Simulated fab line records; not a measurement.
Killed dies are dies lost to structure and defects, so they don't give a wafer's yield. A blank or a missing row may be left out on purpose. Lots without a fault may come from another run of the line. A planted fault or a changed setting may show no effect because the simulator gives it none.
Which tool is to blame? ; flow n5Finfet ; 9 lots with 27 wafers sampled at 7 steps, on a route of 1938 steps

## WHAT THE GAUGES SHOWED, per wafer
N5_SD_EPI_P_CD_MEAS_09: target cd 240 nm. Usual: cdNm 239.9 nm, standard deviation 1.1.
lot;measured;on;cdNm (nm);flag
L128;day 3 06:25;cdSem-03;240.3 239.4 238.5;
L137;day 5 13:25;cdSem-01;241.1 241.0 240.6;
L138;day 5 18:29;cdSem-01;240.1 240.6 239.3;
L140;day 6 06:19;cdSem-02;241.2 239.4 239.7;
L142;day 6 16:07;cdSem-02;238.9 239.4 239.8;
L146;day 7 18:20;cdSem-03;240.8 240.5 240.5;
L148;day 8 10:18;cdSem-01;239.9 238.8 239.9;
L150;day 8 17:34;cdSem-01;240.1 239.2 238.9;
L151;day 8 23:41;cdSem-01;238.6 239.6 238.3;

N5_SD_EPI_P_EPI_MEAS_23. Usual: thkNm 61.0 nm, standard deviation 1.6.
lot;measured;on;thkNm (nm);flag
L128;day 3 10:53;filmMetro-02;63.1 60.6 64.0;
L137;day 5 17:02;filmMetro-02;59.5 59.4 59.3;
L138;day 5 22:58;filmMetro-01;59.5 59.3 59.6;
L140;day 6 09:57;filmMetro-01;55.5 58.5 57.6;
L142;day 6 19:46;filmMetro-01;56.3 56.7 56.1;
L146;day 7 22:48;filmMetro-01;61.1 61.3 61.1;
L148;day 8 13:58;filmMetro-01;61.5 62.4 57.9;
L150;day 8 21:11;filmMetro-02;61.7 61.0 62.1;
L151;day 9 03:39;filmMetro-01;60.9 62.7 61.4;

N5_SD_ACTIVATION_RS_MEAS_03: measurement is done with a four-point probe. Usual: RS_SD_N 21.90 ohm/sq, standard deviation 0.25; RS_SD_P 56.2 ohm/sq, standard deviation 1.1.
lot;measured;on;RS_SD_N (ohm/sq);RS_SD_P (ohm/sq);flag
L128;day 3 11:32;filmMetro-02;21.85 21.77 21.52;56.0 56.1 55.8;
L137;day 5 17:40;filmMetro-01;21.65 21.71 21.80;58.0 58.4 58.7;
L138;day 5 23:35;filmMetro-02;21.99 22.07 22.14;55.7 55.9 56.5;
L140;day 6 10:37;filmMetro-01;21.96 22.12 21.93;65.4 64.0 65.2;OFF
L142;day 6 20:24;filmMetro-01;21.95 22.11 22.10;62.9 64.1 63.0;OFF
L146;day 7 23:35;filmMetro-01;22.03 22.29 22.29;55.4 56.3 55.7;
L148;day 8 14:41;filmMetro-02;21.86 21.69 21.61;56.2 56.5 56.9;
L150;day 8 21:49;filmMetro-01;21.64 21.65 22.01;55.1 55.6 55.9;
L151;day 9 04:28;filmMetro-02;22.09 22.73 22.62;56.8 57.1 56.0;

N5_BEOL_M4_RC_MEAS_101. Usual: DIBL_N 37.1 mV/V, standard deviation 2.6; DIBL_P 38 mV/V, standard deviation 3; IOFF_N 0.18 nA/um, standard deviation 0.052; IOFF_P 0.25 nA/um, standard deviation 0.06; ION_N 678 uA/um, standard deviation 15; ION_P 467 uA/um, standard deviation 8.6; RS_SD_P 66.1 ohm/sq, standard deviation 1.3; SS_N 71.7 mV/dec, standard deviation 0.73; SS_P 73.7 mV/dec, standard deviation 0.89; VT_N 249 mV, standard deviation 4.3; VT_P -248 mV, standard deviation 3.8.
lot;measured;on;DIBL_N (mV/V);DIBL_P (mV/V);IOFF_N (nA/um);IOFF_P (nA/um);ION_N (uA/um);ION_P (uA/um);RS_SD_P (ohm/sq);SS_N (mV/dec);SS_P (mV/dec);VT_N (mV);VT_P (mV);flag
L128;day 10 15:06;prober-01;33.4 32.1 32.3;34 32 33;0.13 0.12 0.10;0.20 0.16 0.17;648 659 648;455 458 454;65.5 66.2 66.2;72.0 70.9 70.4;72.2 71.6 71.5;254 253 260;-247 -252 -251;
L137;day 12 19:27;prober-01;39.6 37.3 39.5;41 38 40;0.20 0.16 0.21;0.31 0.21 0.27;679 690 693;463 469 471;67.9 69.4 68.9;72.1 71.5 72.2;75.1 73.7 73.5;250 252 245;-246 -249 -247;
L138;day 14 00:48;prober-02;35.7 35.8 34.1;36 39 35;0.15 0.15 0.13;0.21 0.27 0.20;657 663 658;456 469 461;65.2 66.0 66.3;70.7 71.8 71.4;73.2 73.0 72.5;250 251 253;-249 -248 -252;
L140;day 13 12:31;prober-02;36.7 35.2 37.4;38 37 39;0.18 0.16 0.19;0.21 0.20 0.22;675 693 671;456 463 448;75.4 74.5 75.8;71.2 70.9 71.9;73.0 74.0 74.1;246 249 248;-253 -251 -253;OFF
L142;day 14 04:21;prober-02;38.4 38.2 38.4;39 39 41;0.22 0.21 0.22;0.24 0.21 0.26;711 687 685;467 452 459;73.4 74.4 74.1;72.2 71.8 72.6;73.6 73.7 74.3;246 247 246;-252 -254 -250;OFF
L146;day 15 15:47;prober-01;32.3 36.0 32.8;34 38 34;0.11 0.17 0.12;0.17 0.25 0.18;661 662 671;452 461 469;65.6 66.1 65.6;70.5 72.2 70.6;71.0 74.0 71.9;253 247 254;-252 -248 -252;
L148;day 15 15:13;prober-02;38.0 33.1 35.1;38 34 35;0.18 0.10 0.13;0.25 0.17 0.18;675 655 666;464 458 455;66.8 66.4 67.6;72.1 70.9 71.4;73.6 73.0 73.5;250 258 253;-248 -255 -253;
L150;day 16 07:49;prober-02;36.5 37.0 38.3;39 39 41;0.19 0.19 0.23;0.26 0.26 0.30;704 674 700;484 462 477;65.0 65.6 65.6;71.2 72.0 71.3;74.6 73.8 74.7;244 248 245;-243 -248 -248;
L151;day 16 15:21;prober-02;39.7 40.2 38.0;42 42 39;0.26 0.25 0.22;0.32 0.33 0.26;694 682 681;474 475 466;66.3 66.1 66.6;72.8 72.6 72.4;75.2 74.5 74.2;241 246 245;-245 -245 -246;

## TOOL THAT RAN EACH LOT (tool first, then ch and the chambers of the sampled wafers, then the start)
lot;N5_SD_EPI_N_ETCHBACK_44;N5_SD_EPI_P_STRIP_40;N5_SD_EPI_P_EPI_21
L128;rieDiel-04 ch 2,3, day 3 02:29;plasmaAsher-01 ch 0,1, day 3 07:21;epiRpcvd-02 ch 0, day 3 08:56
L137;rieDiel-05 ch 0,1,2, day 5 09:29;plasmaAsher-02 ch 0,1, day 5 14:20;epiRpcvd-01 ch 0, day 5 15:12
L138;rieDiel-04 ch 0,2,3, day 5 13:49;plasmaAsher-01 ch 0,1, day 5 19:24;epiRpcvd-02 ch 0, day 5 20:31
L140;rieDiel-01 ch 0,2,3, day 6 00:35;plasmaAsher-01 ch 0,1, day 6 07:16;epiRpcvd-02 ch 0, day 6 08:28
L142;rieDiel-05 ch 0,1,2, day 6 12:08;plasmaAsher-02 ch 0,1, day 6 17:04;epiRpcvd-02 ch 0, day 6 18:17
L146;rieDiel-05 ch 0,1,2, day 7 14:16;plasmaAsher-02 ch 0,1, day 7 19:15;epiRpcvd-01 ch 0, day 7 19:53
L148;rieDiel-04 ch 0,2,3, day 8 05:36;plasmaAsher-02 ch 0,1, day 8 11:15;epiRpcvd-03 ch 0, day 8 12:08
L150;rieDiel-04 ch 0,1,3, day 8 13:36;plasmaAsher-01 ch 0,1, day 8 18:29;epiRpcvd-03 ch 0, day 8 19:21
L151;rieDiel-01 ch 0,2,3, day 8 19:46;plasmaAsher-02 ch 0,1, day 9 00:56;epiRpcvd-01 ch 0, day 9 01:27
- N5_SD_EPI_N_ETCHBACK_44: etches SiNx in CH3F/O2, stops on SiO2, target depth 14.5 nm.
- N5_SD_EPI_P_STRIP_40: strips in N2/H2.
- N5_SD_EPI_P_EPI_21: deposits SiGe:B, time 355 s.

## AS READ BY THE TOOLS THEMSELVES (means over the sampled wafers that have a number; for cases with no such wafer, the mark the record gives instead)
N5_SD_EPI_N_ETCHBACK_44. Usual: drypumpMotorCurrentA 5.6 A, standard deviation 0.56; oes_f_703_au 0.78 a.u., standard deviation 0.083; oesProductAu 0.67 a.u., standard deviation 0.068; rfVppV 299 V, standard deviation 9; showerheadPlenumPTorr 2.01 Torr, standard deviation 0.048; throttleValvePct 16.19 %, standard deviation 0.19.
lot;tool;drypumpMotorCurrentA (A);oes_f_703_au (a.u.);oesProductAu (a.u.);rfVppV (V);showerheadPlenumPTorr (Torr);throttleValvePct (%);flag
L128;rieDiel-04;6.0;0.76;0.65;292;2.05;16.04;
L137;rieDiel-05;5.7;0.83;0.71;296;2.01;16.07;
L138;rieDiel-04;5.7;0.72;0.63;296;2.03;16.15;
L140;rieDiel-01;5.5;0.79;0.66;296;1.96;16.21;
L142;rieDiel-05;5.7;0.82;0.71;295;2.01;16.09;
L146;rieDiel-05;5.7;0.81;0.70;296;2.01;16.08;
L148;rieDiel-04;5.7;0.72;0.62;297;2.02;16.18;
L150;rieDiel-04;6.2;0.76;0.65;297;2.03;16.31;
L151;rieDiel-01;5.5;0.77;0.64;296;1.95;16.24;

N5_SD_EPI_P_STRIP_40. Usual: drypumpMotorCurrentA 5.61 A, standard deviation 0.2; heaterPowerW 318 W, standard deviation 32; oesProductAu 0.762 a.u., standard deviation 0.011.
lot;tool;drypumpMotorCurrentA (A);heaterPowerW (W);oesProductAu (a.u.);flag
L128;plasmaAsher-01;5.48;340;0.765;
L137;plasmaAsher-02;5.70;313;0.759;
L138;plasmaAsher-01;5.36;311;0.758;
L140;plasmaAsher-01;5.47;345;0.763;
L142;plasmaAsher-02;5.72;310;0.754;
L146;plasmaAsher-02;5.70;313;0.760;
L148;plasmaAsher-02;5.73;314;0.756;
L150;plasmaAsher-01;5.35;313;0.751;
L151;plasmaAsher-02;5.74;312;0.763;

N5_SD_EPI_P_EPI_21. Usual: chamberPressureTorr 19.99 Torr, standard deviation 0.046.
lot;tool;chamberPressureTorr (Torr);flag
L128;epiRpcvd-02;19.99;
L137;epiRpcvd-01;19.96;
L138;epiRpcvd-02;20.07;
L140;epiRpcvd-02;15.68;OFF
L142;epiRpcvd-02;15.72;OFF
L146;epiRpcvd-01;19.97;
L148;epiRpcvd-03;19.93;
L150;epiRpcvd-03;20.00;
L151;epiRpcvd-01;19.96;

## THE ANSWER, worked out from the rows above alone
Rule: take the mean of a lot's wafers that have a number; if it is more than 3 standard deviations from the usual mean, the lot is off. A lot without any number at a reading at which 4 lots or more have one is off too. All remaining lots with rows at the step are treated as sound. Order of review: gauges by route order, followed by the tools' own readings, for which a lot's mean as printed above is used. At the first step where some lot is off, the reading lying furthest off is the one used; lots without a number count as furthest.
Off: L140, L142, at N5_SD_ACTIVATION_RS_MEAS_03 (RS_SD_P).
A tool fits if, at a process step before that reading, it ran every lot that is off, and no sound lot after the first of them. Not tried: the gauges at N5_SD_ACTIVATION_RS_MEAS_03; whatever is off there is also off at N5_BEOL_M4_RC_MEAS_101, on other tools, and gauge error can't account for it. One candidate fits, namely epiRpcvd-02 at N5_SD_EPI_P_EPI_21. Its last sound lot is L138 (day 5 20:31), its first lot that is off L140 (day 6 08:28): a fault that began between those two fits.
On the lots that are off, the tool's own readings at N5_SD_EPI_P_EPI_21 differ by more than 5 times the standard deviation of the sound lots' means, which bears it out; chamberPressureTorr reads 15.70 Torr there versus 19.98 Torr on the sound lots.

## WHAT THE SIMULATOR PUT IN
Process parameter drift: epiRpcvd-02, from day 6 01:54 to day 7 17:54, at N5_SD_EPI_P_EPI_21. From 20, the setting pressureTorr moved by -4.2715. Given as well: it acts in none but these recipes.
Shown lots that were struck: L140, L142. The rule given above showed the same thing.
